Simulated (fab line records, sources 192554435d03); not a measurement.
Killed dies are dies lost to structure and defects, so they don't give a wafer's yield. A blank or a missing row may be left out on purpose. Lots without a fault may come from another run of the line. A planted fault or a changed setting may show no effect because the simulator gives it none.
A struck lot beside a sound one | flow n5_finfet | 18 steps out of a route of 1938
Sound: wafers L915.3, L915.4, L915.6. Struck: wafers L903.3, L903.5. The cause comes at the end.
At each step with rows: each side's tool, then ch and its chambers, then its first start. Under that, the readings that differ: sound wafers | struck wafers | difference of the means | sigmas: that difference in standard deviations of wafers without a fault.
alike: readings whose means differ by less than 2 such deviations, and words and numbers that are the same on both sides. not compared: withheld readings, readings that some wafer has no value for, bounds like >300 that may hide the same value, and numbers for which the record gives no deviation and whose values overlap.
The two part at a step that has a row with sigmas, a row that says differs or no value, or rows on one side only. Numbers that don't overlap but have no deviation are shown without sigmas and don't part them. A reading that every wafer of one side lacks parts them only if that side has two wafers or more.

first, 1 step without rows for these wafers: N5_BEOL_M2_ANNEAL_82 (time 240 s).
N5_BEOL_M2_SPUTTER_86: material Cu, target thk 4.5 nm, time 8.29 s.
  sound on pvd_sputter-02, day 12 04:10; struck on pvd_sputter-01, day 9 13:27
  alike: throttle_valve_pct
then, 5 steps without rows for these wafers: N5_BEOL_M2_ANNEAL_87 (time 240 s); N5_BEOL_M2_SPUTTER_88 (material Cu, target thk 4.5 nm, time 8.29 s); N5_BEOL_M2_ANNEAL_89 (time 240 s); N5_BEOL_M2_SPUTTER_90 (material Cu, target thk 4.5 nm, time 8.29 s); N5_BEOL_M2_ANNEAL_91 (time 240 s).
N5_BEOL_M2_SPUTTER_92: material Cu, target thk 4.5 nm, time 8.29 s.
  sound on pvd_sputter-02, day 12 04:50; struck on pvd_sputter-01, day 9 14:10
  alike: throttle_valve_pct
N5_BEOL_M2_ANNEAL_93: time 240 s.
  sound on pvd_sputter-02, day 12 04:55; struck on pvd_sputter-01, day 9 14:15
  alike: heater_power_w
then, 1 step without rows for these wafers: N5_BEOL_M2_SPUTTER_94 (material Cu, target thk 4.5 nm, time 8.29 s).
N5_BEOL_M2_ANNEAL_95: time 240 s.
  sound on pvd_sputter-02, day 12 05:08; struck on pvd_sputter-01, day 9 14:29
  alike: heater_power_w
N5_BEOL_M2_SPUTTER_96: material Cu, target thk 4.5 nm, time 8.29 s.
  sound on pvd_sputter-02, day 12 05:16; struck on pvd_sputter-01, day 9 14:38
  alike: throttle_valve_pct
N5_BEOL_M2_ECD_50: material Cu, target thk 300 nm.
  sound on ecd_cu-01 ch 0,1, day 12 05:24; struck on ecd_cu-02 ch 1, day 9 14:47
  reading                                | sound           | struck    | difference | sigmas
  model.Cu_of_BEOL_M2_ECD_50.thk_nm (nm) | 301 297.6 296.4 | 155 153.2 | -144       |
then, 1 step without rows for these wafers: N5_BEOL_M2_ANNEAL_51 (time 90 s).
N5_BEOL_M2_CMP_52: polishes, stops on SiOC, t overpolish 6.8 s, target thk 40 nm.
  sound on cmp-01 ch 0,1, day 12 05:46; struck on cmp-02 ch 0,2, day 9 15:13
  reading                | sound          | struck    | difference | sigmas
  motor_current_A (A)    | 7.6 6.4 8.1    | 5.7 5.2   | -1.9       | -2
  time_to_endpoint_s (s) | 63.2 61.2 60.3 | 37.4 34.9 | -25.4      | -10
N5_BEOL_M2_THK_MEAS_53: measures by xrf.
  sound on film_metro-01, day 12 06:04; struck on film_metro-02, day 9 15:26
  alike: M2_THK
N5_BEOL_M4_RC_MEAS_101:
  sound on prober-02 ch 0, day 13 08:23; struck on prober-02 ch 0, day 10 13:29
  reading       | sound          | struck    | difference | sigmas
  DIBL_N (mV/V) | 34.8 34.8 34.9 | 38.6 38.1 | +3.5       | +3
  DIBL_P (mV/V) | 34.6 34.2 34.3 | 39.8 39.0 | +5.0       | +3
  alike: IOFF_N, IOFF_P, ION_N, ION_P, SS_N, SS_P, VT_N, VT_P
N5_PASSIVATION_PROBE_49:
  the record has rows for the sound wafers here (prober-02, day 17 12:35) and none for the struck ones

WHERE THEY PART
First at N5_BEOL_M2_CMP_52; last, within this record, at N5_PASSIVATION_PROBE_49.

WHY: what the simulator had put in
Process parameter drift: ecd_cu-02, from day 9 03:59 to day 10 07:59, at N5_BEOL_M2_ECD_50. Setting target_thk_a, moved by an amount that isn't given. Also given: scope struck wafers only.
